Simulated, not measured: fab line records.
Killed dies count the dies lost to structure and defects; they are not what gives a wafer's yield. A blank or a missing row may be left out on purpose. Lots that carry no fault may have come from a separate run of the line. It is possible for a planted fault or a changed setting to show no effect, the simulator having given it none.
Which tool is to blame? | flow n5 finfet | 28 wafers from 10 lots sampled at 5 of the route's 1938 steps

WHAT THE GAUGES SHOWED, per wafer
N5_BEOL_M4_RC_MEAS_101. Usual: DIBL_N 35.9 mV/V, standard deviation 1.3; DIBL_P 35.9 mV/V, standard deviation 1.5; IOFF_N 0.152 nA/um, standard deviation 0.023; IOFF_P 0.204 nA/um, standard deviation 0.027; ION_N 673 uA/um, standard deviation 9.2; ION_P 462 uA/um, standard deviation 6.7; SS_N 71.4 mV/dec, standard deviation 0.48; SS_P 73.2 mV/dec, standard deviation 0.55; VT_N 250.3 mV, standard deviation 2.6; VT_P -250.6 mV, standard deviation 3.
lot  | measured     | on        | DIBL_N (mV/V)  | DIBL_P (mV/V)  | IOFF_N (nA/um)    | IOFF_P (nA/um)    | ION_N (uA/um) | ION_P (uA/um) | SS_N (mV/dec)  | SS_P (mV/dec)  | VT_N (mV)         | VT_P (mV)            | flag
L209 | day 8 12:53  | prober-02 | 35.2 37.0 37.2 | 35.1 38.1 37.3 | 0.120 0.155 0.149 | 0.163 0.207 0.193 | 662 671 659   | 455 468 450   | 70.9 71.2 71.6 | 72.3 72.6 73.2 | 255.4 251.9 250.1 | -253.8 -251.8 -251.3 |
L210 | day 8 18:44  | prober-01 | 35.9 35.3 34.9 | 36.2 35.8 36.1 | 0.177 0.163 0.159 | 0.208 0.198 0.204 | 682 679 676   | 458 459 464   | 71.3 71.8 70.8 | 73.9 73.7 73.1 | 246.9 248.9 248.7 | -250.4 -251.5 -252.7 |
L218 | day 12 03:04 | prober-02 | 35.7 37.2      | 35.5 36.9      | 0.134 0.154       | 0.188 0.220       | 669 682       | 455 464       | 71.1 72.3      | 72.7 73.6      | 249.5 249.0       | -249.6 -248.0        |
L219 | day 11 07:58 | prober-02 | 38.2 37.6      | 38.8 37.3      | 0.225 0.206       | 0.247 0.217       | 690 678       | 467 458       | 71.5 71.8      | 74.1 73.2      | 242.7 244.2       | -248.1 -253.5        |
L223 | day 12 07:56 | prober-01 | 33.9 34.1 33.2 | 35.3 36.2 34.6 | 0.152 0.156 0.136 | 0.208 0.231 0.201 | 688 682 681   | 474 474 471   | 71.3 71.0 70.4 | 72.8 73.3 72.7 | 248.7 250.0 250.0 | -248.8 -245.6 -249.4 |
L224 | day 12 14:05 | prober-02 | 37.4 39.0 36.4 | 34.7 36.7 33.5 | 0.139 0.163 0.121 | 0.161 0.193 0.149 | 679 689 669   | 457 463 452   | 71.0 71.4 71.3 | 72.6 73.7 72.6 | 251.0 248.7 252.4 | -255.2 -253.3 -252.7 |
L226 | day 13 14:47 | prober-01 | 36.5 36.6 36.1 | 36.9 37.0 36.0 | 0.146 0.141 0.139 | 0.178 0.178 0.168 | 671 660 674   | 459 451 457   | 70.9 70.4 71.4 | 73.0 72.9 73.4 | 250.3 250.9 249.9 | -251.8 -254.6 -253.8 |
L229 | day 13 17:28 | prober-02 | 36.1 36.2 35.4 | 36.0 36.6 35.8 | 0.162 0.164 0.149 | 0.183 0.187 0.176 | 675 668 669   | 454 455 452   | 71.9 72.0 71.4 | 73.0 73.8 73.1 | 250.0 248.5 250.2 | -253.1 -255.2 -256.0 |
L230 | day 14 01:35 | prober-02 | 35.1 35.0 35.1 | 35.8 36.8 36.6 | 0.128 0.132 0.138 | 0.167 0.175 0.171 | 669 668 672   | 455 454 456   | 71.1 71.7 71.8 | 73.3 73.4 73.2 | 255.3 253.2 252.9 | -254.2 -253.3 -257.5 |
L232 | day 14 22:47 | prober-02 | 35.3 35.2 35.9 | 34.3 34.4 35.3 | 0.134 0.130 0.146 | 0.219 0.216 0.240 | 657 667 678   | 466 471 477   | 71.6 71.4 71.1 | 73.2 72.1 73.7 | 252.8 249.9 251.0 | -247.0 -247.9 -244.7 |

WHICH TOOL RAN EACH LOT (tool, then ch and the chambers of the sampled wafers, then the start)
lot  | N5_BEOL_M0_ALD_136                  | N5_BEOL_M0_SPUTTER_116       | N5_BEOL_M0_ANNEAL_133        | N5_BEOL_M0_CMP_120
L209 | ald metal-01 ch 0,1,2, day 6 03:21  | pvd sputter-01, day 6 05:32  | pvd sputter-01, day 6 05:44  | cmp-03 ch 0,1,2, day 6 06:23
L210 | ald metal-04 ch 0,3, day 6 08:46    | pvd sputter-02, day 6 09:19  | pvd sputter-02, day 6 09:31  | cmp-02 ch 1,2,3, day 6 10:13
L218 | ald metal-01 ch 0,2, day 8 06:26    | pvd sputter-02, day 8 08:39  | pvd sputter-02, day 8 08:51  | cmp-03 ch 0,2, day 8 10:04
L219 | ald metal-03 ch 0,1, day 8 13:50    | pvd sputter-02, day 8 14:24  | pvd sputter-02, day 8 14:36  | cmp-03 ch 0,1, day 8 15:23
L223 | ald metal-03 ch 1,2, day 9 10:51    | pvd sputter-01, day 9 11:23  | pvd sputter-01, day 9 11:35  | cmp-01 ch 0,3, day 9 12:16
L224 | ald metal-04 ch 2,3, day 9 18:17    | pvd sputter-02, day 9 18:46  | pvd sputter-02, day 9 18:58  | cmp-02 ch 0,1,3, day 9 20:14
L226 | ald metal-04 ch 1,2,3, day 9 23:44  | pvd sputter-03, day 10 01:13 | pvd sputter-03, day 10 01:25 | cmp-01 ch 0,1, day 10 02:04
L229 | ald metal-04 ch 0,1,3, day 10 18:23 | pvd sputter-02, day 10 18:56 | pvd sputter-02, day 10 19:08 | cmp-01 ch 0,1,2, day 10 20:12
L230 | ald metal-04 ch 0,2,3, day 11 00:09 | pvd sputter-03, day 11 00:59 | pvd sputter-03, day 11 01:11 | cmp-01 ch 0,1, day 11 01:50
L232 | ald metal-01 ch 0,2,3, day 11 12:33 | pvd sputter-02, day 11 13:03 | pvd sputter-02, day 11 13:15 | cmp-03 ch 0,3, day 11 13:55
- N5_BEOL_M0_ALD_136: deposits TaN, pulse time 2 s, purge time 3 s, co reactant purge time 2 s.
- N5_BEOL_M0_SPUTTER_116: material Cu, target thk 4 nm, time 7.37 s.
- N5_BEOL_M0_ANNEAL_133: time 60 s.
- N5_BEOL_M0_CMP_120: polishes, stops on SiOC, t overpolish 6.9 s.

AS READ BY THE TOOLS THEMSELVES (means over the sampled wafers that have a number; for cases with no such wafer, the mark the record gives instead)
N5_BEOL_M0_ALD_136. Usual: heater power w 413 W, standard deviation 43; precursor vessel carrier sccm 1000.6 sccm, standard deviation 3.
lot  | tool         | heater power w (W) | precursor vessel carrier sccm (sccm) | flag
L209 | ald metal-01 | 393                | 997.4                                |
L210 | ald metal-04 | 431                | 1001.2                               |
L218 | ald metal-01 | 395                | 1000.8                               |
L219 | ald metal-03 | 394                | 999.1                                |
L223 | ald metal-03 | 418                | 997.7                                |
L224 | ald metal-04 | 428                | 1001.6                               |
L226 | ald metal-04 | 441                | 999.3                                |
L229 | ald metal-04 | 445                | 1000.0                               |
L230 | ald metal-04 | 442                | 996.8                                |
L232 | ald metal-01 | 385                | 999.9                                |

N5_BEOL_M0_SPUTTER_116. Usual: 30.1 % for throttle valve pct, sd 1.1.
lot  | tool           | throttle valve pct (%) | flag
L209 | pvd sputter-01 | 29.1                   |
L210 | pvd sputter-02 | 29.9                   |
L218 | pvd sputter-02 | 29.1                   |
L219 | pvd sputter-02 | 30.1                   |
L223 | pvd sputter-01 | 29.0                   |
L224 | pvd sputter-02 | 30.6                   |
L226 | pvd sputter-03 | 30.7                   |
L229 | pvd sputter-02 | 30.8                   |
L230 | pvd sputter-03 | 30.4                   |
L232 | pvd sputter-02 | 30.7                   |

N5_BEOL_M0_ANNEAL_133. Usual: 819 W for heater power w, sd 82.
lot  | tool           | heater power w (W) | flag
L209 | pvd sputter-01 | 837                |
L210 | pvd sputter-02 | 818                |
L218 | pvd sputter-02 | 827                |
L219 | pvd sputter-02 | 858                |
L223 | pvd sputter-01 | 808                |
L224 | pvd sputter-02 | 899                |
L226 | pvd sputter-03 | 803                |
L229 | pvd sputter-02 | 852                |
L230 | pvd sputter-03 | 779                |
L232 | pvd sputter-02 | 898                |

N5_BEOL_M0_CMP_120. Usual: barrier field endpoint s 3.61 s, standard deviation 0.094; motor current A 6.0 A, standard deviation 0.49; overpolish run s 6.900 s, standard deviation 0.0096; slurry filter dp kPa 13.50 kPa, standard deviation 0.14; time to endpoint s 62.5 s, standard deviation 2.4.
lot  | tool   | barrier field endpoint s (s) | motor current A (A) | overpolish run s (s) | slurry filter dp kPa (kPa) | time to endpoint s (s) | flag
L209 | cmp-03 | 3.70                         | 6.5                 | 6.894                | 13.60                      | 62.9                   |
L210 | cmp-02 | 3.65                         | 5.9                 | 6.904                | 13.49                      | 62.1                   |
L218 | cmp-03 | 1.96                         | 6.3                 | 6.899                | 13.39                      | 33.7                   | OFF
L219 | cmp-03 | 2.85                         | 6.5                 | 6.903                | 13.38                      | 50.4                   | OFF
L223 | cmp-01 | 3.56                         | 5.1                 | 6.909                | 13.54                      | 66.9                   |
L224 | cmp-02 | 3.60                         | 5.7                 | 6.903                | 13.50                      | 64.3                   |
L226 | cmp-01 | 3.70                         | 6.1                 | 6.900                | 13.50                      | 65.7                   |
L229 | cmp-01 | 3.54                         | 6.1                 | 6.895                | 13.67                      | 61.7                   |
L230 | cmp-01 | 3.53                         | 6.2                 | 6.900                | 13.57                      | 60.7                   |
L232 | cmp-03 | 3.70                         | 6.2                 | 6.897                | 13.45                      | 61.0                   |

THE ANSWER, worked out from the rows above alone
Rule: a lot counts as off when the mean over its wafers that have a number is more than 3 standard deviations away from the usual mean. Also off: a lot with no number at a reading for which 4 or more lots have one. The other lots that the step has rows for count as sound. First the gauges in route order, then the tools' own readings, where a lot's mean is used as printed above. At the first step where some lot is off, the reading lying furthest off is the one used; lots without a number count as furthest.
Off, at N5_BEOL_M0_CMP_120 on barrier field endpoint s: L218, L219.
If a tool, at that step or one of the process steps before it, ran each lot that is off and ran no sound lot following the first of them, it fits. Not one of the candidates tried fits.

WHAT THE SIMULATOR PUT IN
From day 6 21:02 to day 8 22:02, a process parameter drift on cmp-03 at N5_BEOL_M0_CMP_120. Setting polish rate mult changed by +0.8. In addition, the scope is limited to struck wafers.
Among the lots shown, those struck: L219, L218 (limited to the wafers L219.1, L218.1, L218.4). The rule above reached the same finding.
